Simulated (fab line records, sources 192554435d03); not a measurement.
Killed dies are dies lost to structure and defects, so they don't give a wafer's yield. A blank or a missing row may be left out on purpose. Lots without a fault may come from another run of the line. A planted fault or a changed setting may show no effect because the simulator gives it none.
Split-lot experiment | flow n5_finfet | 7 lots, 21 wafers read, on a route of 1938 steps

THE SPLIT
At N5_BEOL_M0_SAQP_MANDREL_ETCH_20 (etches a-Si in HBr/Cl2, stops on SiNx, target depth 60 nm, bt time 10 s, time 30 s), the setting icp_w was moved away from the recipe's 800 W on 8 of the 21 wafers read, by -16.9% to +16.3%. The other wafers ran this setting at the recipe's value.

The reading is taken at the split's own step.

THE READING
SOC_of_BEOL_M0_SAQP_COAT_81.thk_nm (the simulator's own value, which no gauge read), in nm, at N5_BEOL_M0_SAQP_MANDREL_ETCH_20 (etches a-Si in HBr/Cl2, stops on SiNx, target depth 60 nm, bt time 10 s, time 30 s). The file gives no usual value for it. The 13 wafers here that ran the recipe average 76.0 nm, standard deviation 0.8 nm.

wafer  | tool, chamber at the split | icp_w as run, W | against the recipe | SOC_of_BEOL_M0_SAQP_COAT_81.thk_nm, nm | against lot-mates on the recipe
L074.1 | rie_si-04, 3               | 800             | recipe             | 75.8                                   | -
L074.2 | rie_si-04, 0               | 664.4           | -16.9%             | 76.8                                   | +1.0
L074.5 | rie_si-04, 2               | 664.4           | -16.9%             | 77                                     | +1.2
L081.1 | rie_si-06, 0               | 800             | recipe             | 77.2                                   | -
L081.5 | rie_si-06, 0               | 800             | recipe             | 77.2                                   | -
L081.6 | rie_si-06, 3               | 800             | recipe             | 76.8                                   | -
L089.3 | rie_si-01, 2               | 800             | recipe             | 75.2                                   | -
L089.5 | rie_si-01, 2               | 800             | recipe             | 75                                     | -
L089.6 | rie_si-01, 3               | 854.2           | +6.8%              | 74.6                                   | -0.5
L090.1 | rie_si-04, 3               | 898.6           | +12.3%             | 74.8                                   | -0.5
L090.2 | rie_si-04, 0               | 800             | recipe             | 75                                     | -
L090.4 | rie_si-04, 2               | 800             | recipe             | 75.6                                   | -
L091.2 | rie_si-06, 2               | 800             | recipe             | 77                                     | -
L091.3 | rie_si-06, 3               | 930.7           | +16.3%             | 75.4                                   | -1.6
L091.4 | rie_si-06, 0               | 930.7           | +16.3%             | 75.2                                   | -1.8
L093.1 | rie_si-01, 0               | 927.5           | +15.9%             | 74.2                                   | -1.0
L093.3 | rie_si-01, 3               | 927.5           | +15.9%             | 73.8                                   | -1.4
L093.4 | rie_si-01, 2               | 800             | recipe             | 75.2                                   | -
L096.2 | rie_si-01, 1               | 800             | recipe             | 76.4                                   | -
L096.3 | rie_si-01, 0               | 800             | recipe             | 75.8                                   | -
L096.5 | rie_si-01, 0               | 800             | recipe             | 75.8                                   | -

THE FIT
A straight line over all 21 wafers: SOC_of_BEOL_M0_SAQP_COAT_81.thk_nm changes by -0.0747 nm for each +1% of icp_w; r = -0.68; the points scatter about the line by 0.76 nm.
The same after taking each lot's own level away (the mean of its wafers on the recipe; 21 wafers): -0.0765 nm for each +1%; r = -0.94; scatter 0.26 nm.
On that fit, the largest move of icp_w shifts the reading by 1.3 nm.
The lots' own levels span 75.10 to 77.07 nm, that is 2.5 times the standard deviation above.
So the lot-to-lot level blurs the effect unless lot-mates are compared.
Check: with one of the wafers moved furthest among these (-16.9%) left out of the fit, the line predicts +1.35 nm for it against its lot-mates. It came out at +1 nm against them.

OTHER SPLITS ON THESE WAFERS
These wafers also went through other splits before the reading. Each is held against what the fit with the lots' levels taken away leaves over:
other split on the same wafers         | wafers away from the commonest value | r with SOC_of_BEOL_M0_SAQP_COAT_81.thk_nm (lot level and that fit taken away)
N5_GATE_CUT_COAT_27 spin_rpm           | 8                                    | +0.01
N5_MOL_CONTACT_COAG_COAT_103 spin_rpm  | 10                                   | +0.46
N5_MOL_CONTACT_COAG_ALD_133 ald_cycles | 6                                    | -0.23

THE FILE'S OWN FIT
SOC_of_BEOL_M0_SAQP_COAT_81.thk_nm changes by -0.0746 nm for each +1% of icp_w, r = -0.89.
